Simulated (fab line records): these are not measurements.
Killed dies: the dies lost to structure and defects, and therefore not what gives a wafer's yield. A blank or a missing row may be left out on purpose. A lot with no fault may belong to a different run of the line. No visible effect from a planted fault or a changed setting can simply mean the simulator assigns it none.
Which tool is to blame? :: flow nand harc :: 6 lots, 18 wafers sampled, at 5 steps of a route of 1159

== WHAT THE GAUGES SHOWED, per wafer ==
NHARC_END_SORT_01.
lot: L383
measured: day 23 15:29
on: prober-01
killed at array: 673 673 674

== WHICH TOOL RAN EACH LOT (tool, then ch and the chambers of the sampled wafers, then the start) ==
lot: L367
NHARC_A_SLIT_ETCH_17: har etch-01 ch 0,1, day 15 03:01
NHARC_A_WL_FILL_ALD_00: ald hk-01 ch 0,1,2, day 15 13:05
NHARC_A_WL_FILL_ALD_02: ald metal-02 ch 2,3, day 15 13:56
NHARC_A_WL_FILL_CVD_03: cvd w-01 ch 0,1, day 15 19:31

lot: L369
NHARC_A_SLIT_ETCH_17: har etch-02 ch 0, day 15 05:49
NHARC_A_WL_FILL_ALD_00: ald hk-01 ch 1,2,3, day 15 16:17
NHARC_A_WL_FILL_ALD_02: ald metal-02 ch 2,3, day 15 16:57
NHARC_A_WL_FILL_CVD_03: cvd w-02 ch 0,1, day 16 00:50

lot: L371
NHARC_A_SLIT_ETCH_17: har etch-01 ch 0,1, day 15 18:32
NHARC_A_WL_FILL_ALD_00: ald hk-01 ch 1,2,3, day 16 02:53
NHARC_A_WL_FILL_ALD_02: ald metal-02 ch 0,3, day 16 03:19
NHARC_A_WL_FILL_CVD_03: cvd w-01 ch 0,1, day 16 08:08

lot: L374
NHARC_A_SLIT_ETCH_17: har etch-02 ch 1, day 16 19:26
NHARC_A_WL_FILL_ALD_00: ald hk-03 ch 1,2,3, day 17 03:55
NHARC_A_WL_FILL_ALD_02: ald metal-01 ch 1,3, day 17 04:20
NHARC_A_WL_FILL_CVD_03: cvd w-02 ch 0,1, day 17 12:52

lot: L383
NHARC_A_SLIT_ETCH_17: har etch-01 ch 0,1, day 19 03:10
NHARC_A_WL_FILL_ALD_00: ald hk-03 ch 0,1,3, day 19 13:30
NHARC_A_WL_FILL_ALD_02: ald metal-01 ch 1,2,3, day 19 14:02
NHARC_A_WL_FILL_CVD_03: cvd w-02 ch 0,1, day 19 14:50

lot: L387
NHARC_A_SLIT_ETCH_17: har etch-02 ch 0,1, day 19 16:56
NHARC_A_WL_FILL_ALD_00: ald hk-01 ch 0,1, day 20 01:36
NHARC_A_WL_FILL_ALD_02: ald metal-04 ch 0,3, day 20 02:12
NHARC_A_WL_FILL_CVD_03: cvd w-02 ch 0,1, day 20 08:30
- NHARC_A_SLIT_ETCH_17: etches the open film in C4F8/O2/Ar, time 1687.5 s, target depth 10100 nm.
- NHARC_A_WL_FILL_ALD_00: deposits Al2O3, target thk 3 nm, pulse time 3 s, ald cycles 30.
- NHARC_A_WL_FILL_ALD_02: deposits TiN, target thk 2 nm, pulse time 3 s, ald cycles 100.
- NHARC_A_WL_FILL_CVD_03: deposits W, target thk 40 nm, time 3302 s.

== THE ANSWER, worked out from the rows above alone ==
Rule: what is usual is taken from the lots themselves. Put in order of their means at a reading, lots are off if they are a third of the lots or fewer, leave a main group of 4 or more, and stand apart from it by a gap of 3 or more times the standard deviation of the main group's means; of several such gaps the widest counts. A main group is skipped when, at the precision printed for the reading in the tables above, its means are all equal. A lot without any number at a reading at which 4 lots or more have one is off too. All remaining lots with rows at the step are treated as sound.
No lot is off on any of the readings shown, so nothing can be concluded from this.

== WHAT THE SIMULATOR HAD PUT IN ==
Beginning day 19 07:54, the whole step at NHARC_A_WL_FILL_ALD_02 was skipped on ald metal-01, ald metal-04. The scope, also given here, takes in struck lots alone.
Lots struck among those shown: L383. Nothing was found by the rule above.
